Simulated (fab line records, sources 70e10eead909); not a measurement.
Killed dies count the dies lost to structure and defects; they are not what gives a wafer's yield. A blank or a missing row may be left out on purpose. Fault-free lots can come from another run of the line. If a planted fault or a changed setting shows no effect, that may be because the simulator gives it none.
What tool caused it? | flow nand-harc | 11 lots with 33 wafers sampled at 5 steps, on a route of 1159 steps

WHAT THE GAUGES READ, wafer by wafer
NHARC_END_SORT_01. Usual: defect-limited-yield 95.0 %, standard deviation 1.7; killed-at-array 31, standard deviation 11; killed-at-other 0.5, standard deviation 0.78; killed-at-periphery 3.0, standard deviation 2; killed-dies 34, standard deviation 12; killed-open 3.2, standard deviation 2; killed-short 1.9, standard deviation 1.6; sort_bin_2_pct 1.6 %, standard deviation 0.67; sort_bin_3_pct 0.26 %, standard deviation 0.2; sort_bin_4_pct 3.2 %, standard deviation 1.1; sort-n-pass 643, standard deviation 12; sort-rim-yield-pct 96.8 %, standard deviation 1.8; sort-yield-pct 95.0 %, standard deviation 1.7.
lot  | measured     | on        | defect-limited-yield (%) | killed-at-array | killed-at-other | killed-at-periphery | killed-dies | killed-open | killed-short | sort_bin_2_pct (%) | sort_bin_3_pct (%) | sort_bin_4_pct (%) | sort-n-pass | sort-rim-yield-pct (%) | sort-yield-pct (%) | flag
L665 | day 19 13:40 | prober-01 | 93.5 93.9 95.3           | 39 34 31        | 1 0 0           | 4 7 1               | 44 41 32    | 8 7 3       | 2 0 1        | 1.9 2.4 1.6        | 0.44 0.30 0.15     | 4.1 3.4 3.0        | 633 636 645 | 96.2 96.2 99.1         | 93.5 93.9 95.3     |
L666 | day 20 05:58 | prober-02 | 94.5 94.7 93.4           | 35 30 41        | 0 0 1           | 2 6 3               | 37 36 45    | 2 0 4       | 1 2 4        | 1.6 2.1 1.5        | 0.74 0.15 0.74     | 3.1 3.1 4.4        | 640 641 632 | 95.3 96.2 95.3         | 94.5 94.7 93.4     |
L667 | day 19 21:27 | prober-01 | 97.0 94.7 96.2           | 16 27 21        | 0 1 0           | 4 8 5               | 20 36 26    | 0 7 1       | 1 2 1        | 1.0 1.3 0.9        | 0.30 0.30 0.15     | 1.6 3.7 2.8        | 657 641 651 | 99.1 95.3 96.2         | 97.0 94.7 96.2     |
L673 | day 21 10:03 | prober-02 | 96.9 98.1 97.8           | 20 11 14        | 0 1 0           | 1 1 1               | 21 13 15    | 5 3 0       | 0 1 3        | 1.0 0.7 0.4        | 0 0 0              | 2.1 1.2 1.8        | 656 664 662 | 95.3 99.1 96.2         | 96.9 98.1 97.8     |
L671 | day 21 11:05 | prober-01 | 95.6 93.2 92.2           | 28 44 46        | 0 0 3           | 2 2 4               | 30 46 53    | 1 6 4       | 1 1 2        | 1.2 2.4 2.8        | 0.30 0.44 0.15     | 3.0 4.0 4.9        | 647 631 624 | 94.3 95.3 93.4         | 95.6 93.2 92.2     |
L675 | day 22 07:40 | prober-02 | 93.6 92.6 92.8           | 41 47 48        | 0 0 0           | 2 3 1               | 43 50 49    | 3 4 3       | 0 6 0        | 1.5 1.9 3.1        | 0.15 0.59 0.59     | 4.7 4.9 3.5        | 634 627 628 | 100.0 93.4 99.1        | 93.6 92.6 92.8     |
L676 | day 22 06:01 | prober-01 | 97.5 96.5 96.8           | 13 20 17        | 0 1 1           | 4 3 4               | 17 24 22    | 3 3 3       | 3 7 0        | 0.6 1.3 1.0        | 0.30 0 0.15        | 1.6 2.2 2.1        | 660 653 655 | 99.1 97.2 95.3         | 97.5 96.5 96.8     |
L679 | day 23 12:50 | prober-01 | 94.4 95.0 94.7           | 35 30 32        | 1 1 2           | 2 3 2               | 38 34 36    | 1 3 1       | 2 0 1        | 2.5 1.6 2.1        | 0 0.30 0.30        | 3.1 3.1 3.0        | 639 643 641 | 97.2 94.3 95.3         | 94.4 95.0 94.7     |
L678 | day 23 20:34 | prober-02 | 94.7 95.3 92.3           | 27 30 47        | 1 0 0           | 8 2 5               | 36 32 52    | 0 4 6       | 2 0 2        | 2.4 1.5 2.4        | 0 0.44 0.30        | 3.0 2.8 5.0        | 641 645 625 | 95.3 94.3 94.3         | 94.7 95.3 92.3     |
L680 | day 24 05:12 | prober-02 | 94.5 95.7 95.1           | 34 28 31        | 0 1 1           | 3 0 1               | 37 29 33    | 2 1 4       | 2 1 3        | 2.1 1.0 1.2        | 0 0.30 0           | 3.4 3.0 3.7        | 640 648 644 | 98.1 97.2 97.2         | 94.5 95.7 95.1     |
L686 | day 24 12:58 | prober-02 | 94.2 93.9 95.1           | 37 40 27        | 1 0 2           | 1 1 4               | 39 41 33    | 2 1 1       | 1 0 1        | 1.3 2.7 2.2        | 0.30 0.30 0        | 4.1 3.1 2.7        | 638 636 644 | 99.1 96.2 98.1         | 94.2 93.9 95.1     |

EACH LOT AND THE TOOL THAT RAN IT (in order: tool; ch and the chambers of the sampled wafers; start)
lot  | NHARC_A_BONDPAD_ETCH_34            | NHARC_A_BONDPAD_ETCH_12            | NHARC_A_BONDPAD_PVD_27                  | NHARC_A_BONDPAD_ANNEAL_28
L665 | rie-diel-03 ch 1,2,3, day 17 23:56 | rie-diel-03 ch 1,2,3, day 18 00:02 | pvd-sputter-01, day 18 01:34 or earlier | rtp-anneal-01 ch 0, day 18 01:34
L666 | rie-diel-04 ch 0,3, day 18 04:56   | rie-diel-04 ch 0,1,2, day 18 05:02 | pvd-sputter-02, day 18 06:41 or earlier | rtp-anneal-01 ch 0, day 18 06:41
L667 | rie-diel-04 ch 0,2,3, day 18 10:28 | rie-diel-04 ch 0,1,2, day 18 10:36 | pvd-sputter-03, day 18 12:05 or earlier | rtp-anneal-01 ch 0, day 18 12:05
L673 | rie-diel-09 ch 2,3, day 19 22:21   | rie-diel-09 ch 1,2,3, day 19 22:26 | pvd-sputter-03, day 20 00:28 or earlier | rtp-anneal-02 ch 0, day 20 00:28
L671 | rie-diel-09 ch 0,1, day 20 00:34   | rie-diel-09 ch 1,2,3, day 20 00:41 | pvd-sputter-01, day 20 02:19 or earlier | rtp-anneal-01 ch 0, day 20 02:19
L675 | rie-diel-09 ch 0,2,3, day 20 23:35 | rie-diel-09 ch 1,2,3, day 20 23:41 | pvd-sputter-01, day 21 01:17 or earlier | rtp-anneal-02 ch 0, day 21 01:17
L676 | rie-diel-09 ch 0,2,3, day 20 23:58 | rie-diel-09 ch 1,2, day 21 00:04   | pvd-sputter-01, day 21 01:36 or earlier | rtp-anneal-01 ch 0, day 21 01:36
L679 | rie-diel-04 ch 0,2,3, day 22 03:07 | rie-diel-04 ch 1,2,3, day 22 03:12 | pvd-sputter-01, day 22 05:07 or earlier | rtp-anneal-01 ch 0, day 22 05:07
L678 | rie-diel-09 ch 1,2,3, day 22 08:52 | rie-diel-09 ch 0,1,3, day 22 08:58 | pvd-sputter-01, day 22 10:31 or earlier | rtp-anneal-01 ch 0, day 22 10:31
L680 | rie-diel-03 ch 0,3, day 22 10:22   | rie-diel-03 ch 0,2,3, day 22 10:28 | pvd-sputter-03, day 22 12:08 or earlier | rtp-anneal-02 ch 0, day 22 12:08
L686 | rie-diel-09 ch 0,1,2, day 22 23:23 | rie-diel-09 ch 2,3, day 22 23:27   | pvd-sputter-03, day 23 01:04 or earlier | rtp-anneal-01 ch 0, day 23 01:04
- NHARC_A_BONDPAD_ETCH_34: etches the open film in N2/H2, target depth 60 nm, overetch 18 nm, time 65.91 s.
- NHARC_A_BONDPAD_ETCH_12: etches the open film in CHF3/O2, target depth 220 nm, time 110 s.
- NHARC_A_BONDPAD_PVD_27: deposits Cu, target thk 30 nm, time 20.49 s.
- NHARC_A_BONDPAD_ANNEAL_28: time 90 s.

AS READ BY THE TOOLS THEMSELVES (means over the sampled wafers that have a number; for cases with no such wafer, the mark the record gives instead)
NHARC_A_BONDPAD_ETCH_34. Usual: drypump-motor-current-A 5.7 A, standard deviation 0.44; oes-product-au 0.997 a.u., standard deviation 0.016; rf-vpp-V 429.7 V, standard deviation 1.9; run-length-s 87.3 s, standard deviation 0.47; showerhead-plenum-p-Torr 2.01 Torr, standard deviation 0.064; throttle-valve-pct 14.172 %, standard deviation 0.009.
lot  | tool        | drypump-motor-current-A (A) | oes-product-au (a.u.) | rf-vpp-V (V) | run-length-s (s) | showerhead-plenum-p-Torr (Torr) | throttle-valve-pct (%) | flag
L665 | rie-diel-03 | 5.8                         | 0.990                 | 428.6        | 87.4             | 1.97                            | 14.182                 |
L666 | rie-diel-04 | 5.4                         | 0.995                 | 431.7        | 87.4             | 2.08                            | 14.179                 |
L667 | rie-diel-04 | 5.3                         | 0.997                 | 430.7        | 87.3             | 2.05                            | 14.168                 |
L673 | rie-diel-09 | 5.8                         | 1.013                 | 431.3        | 86.8             | 2.06                            | 14.184                 |
L671 | rie-diel-09 | 6.1                         | 0.989                 | 430.7        | 87.4             | 2.03                            | 14.172                 |
L675 | rie-diel-09 | 5.9                         | 1.003                 | 429.4        | 87.4             | 2.02                            | 14.170                 |
L676 | rie-diel-09 | 5.9                         | 1.009                 | 429.3        | 87.3             | 2.02                            | 14.164                 |
L679 | rie-diel-04 | 5.3                         | 0.984                 | 430.5        | 87.4             | 2.04                            | 14.173                 |
L678 | rie-diel-09 | 5.8                         | 0.998                 | 430.6        | 87.1             | 2.05                            | 14.170                 |
L680 | rie-diel-03 | 5.6                         | 1.005                 | 427.3        | 87.7             | 1.94                            | 14.169                 |
L686 | rie-diel-09 | 6.2                         | 1.002                 | 430.4        | 87.1             | 2.04                            | 14.180                 |

NHARC_A_BONDPAD_ETCH_12. Usual: drypump-motor-current-A 5.7 A, standard deviation 0.45; oes-product-au 0.948 a.u., standard deviation 0.027; rf-vpp-V 370.0 V, standard deviation 1.9; run-length-s 131.4 s, standard deviation 0.47; showerhead-plenum-p-Torr 2.37 Torr, standard deviation 0.071; throttle-valve-pct 20.572 %, standard deviation 0.009.
lot  | tool        | drypump-motor-current-A (A) | oes-product-au (a.u.) | rf-vpp-V (V) | run-length-s (s) | showerhead-plenum-p-Torr (Torr) | throttle-valve-pct (%) | flag
L665 | rie-diel-03 | 5.8                         | 0.938                 | 368.7        | 131.5            | 2.32                            | 20.579                 |
L666 | rie-diel-04 | 5.4                         | 0.937                 | 371.5        | 131.3            | 2.42                            | 20.574                 |
L667 | rie-diel-04 | 5.5                         | 0.927                 | 370.7        | 131.6            | 2.42                            | 20.564                 |
L673 | rie-diel-09 | 5.8                         | 0.974                 | 371.1        | 131.5            | 2.42                            | 20.575                 |
L671 | rie-diel-09 | 5.8                         | 0.977                 | 370.5        | 131.2            | 2.42                            | 20.575                 |
L675 | rie-diel-09 | 5.8                         | 0.949                 | 371.3        | 131.3            | 2.41                            | 20.565                 |
L676 | rie-diel-09 | 6.1                         | 0.940                 | 371.0        | 131.4            | 2.43                            | 20.569                 |
L679 | rie-diel-04 | 5.6                         | 0.959                 | 370.3        | 131.1            | 2.38                            | 20.573                 |
L678 | rie-diel-09 | 5.8                         | 0.960                 | 370.1        | 126.6            | 2.37                            | 20.574                 | OFF
L680 | rie-diel-03 | 5.7                         | 0.922                 | 367.9        | 131.7            | 2.28                            | 20.567                 |
L686 | rie-diel-09 | 5.9                         | 0.971                 | 370.9        | 126.2            | 2.42                            | 20.574                 | OFF

NHARC_A_BONDPAD_PVD_27. Usual: 30.5 % for throttle-valve-pct, sd 0.78.
lot  | tool           | throttle-valve-pct (%) | flag
L665 | pvd-sputter-01 | 31.4                   |
L666 | pvd-sputter-02 | 30.7                   |
L667 | pvd-sputter-03 | 29.7                   |
L673 | pvd-sputter-03 | 29.7                   |
L671 | pvd-sputter-01 | 30.9                   |
L675 | pvd-sputter-01 | 31.4                   |
L676 | pvd-sputter-01 | 31.7                   |
L679 | pvd-sputter-01 | 31.2                   |
L678 | pvd-sputter-01 | 31.2                   |
L680 | pvd-sputter-03 | 29.6                   |
L686 | pvd-sputter-03 | 29.7                   |

NHARC_A_BONDPAD_ANNEAL_28. Usual: 226.13 for wafer_temp_C_max, sd 0.27.
lot  | tool          | wafer_temp_C_max | flag
L665 | rtp-anneal-01 | 226.24           |
L666 | rtp-anneal-01 | 226.22           |
L667 | rtp-anneal-01 | 226.25           |
L673 | rtp-anneal-02 | 226.05           |
L671 | rtp-anneal-01 | 226.07           |
L675 | rtp-anneal-02 | 226.08           |
L676 | rtp-anneal-01 | 226.32           |
L679 | rtp-anneal-01 | 226.62           |
L678 | rtp-anneal-01 | 226.01           |
L680 | rtp-anneal-02 | 226.15           |
L686 | rtp-anneal-01 | 226.34           |

THE ANSWER, worked out from the rows above alone
Rule: a lot is off if the mean of its wafers that have a number lies more than 3 standard deviations from the usual mean. A lot without any number at a reading at which 4 lots or more have one is off too. Any other lot the step has rows for is counted as sound. After the gauges, taken in route order, come the tools' own readings; for these a lot's mean is taken, as printed above. The first step at which some lot is off is used, and at that step the reading that is off furthest; a lot without a number counts as furthest.
Off: L678, L686, at NHARC_A_BONDPAD_ETCH_12 (run-length-s).
A tool fits if, at that step or a process step before it, it ran every lot that is off, and no sound lot after the first of them. One fits: NHARC_A_BONDPAD_ETCH_34 and NHARC_A_BONDPAD_ETCH_12 on rie-diel-09. At NHARC_A_BONDPAD_ETCH_34 its last sound lot is L676 (day 20 23:58), its first lot that is off L678 (day 22 08:52): a fault that began between those two fits.

WHAT HAD BEEN PUT IN BY THE SIMULATOR
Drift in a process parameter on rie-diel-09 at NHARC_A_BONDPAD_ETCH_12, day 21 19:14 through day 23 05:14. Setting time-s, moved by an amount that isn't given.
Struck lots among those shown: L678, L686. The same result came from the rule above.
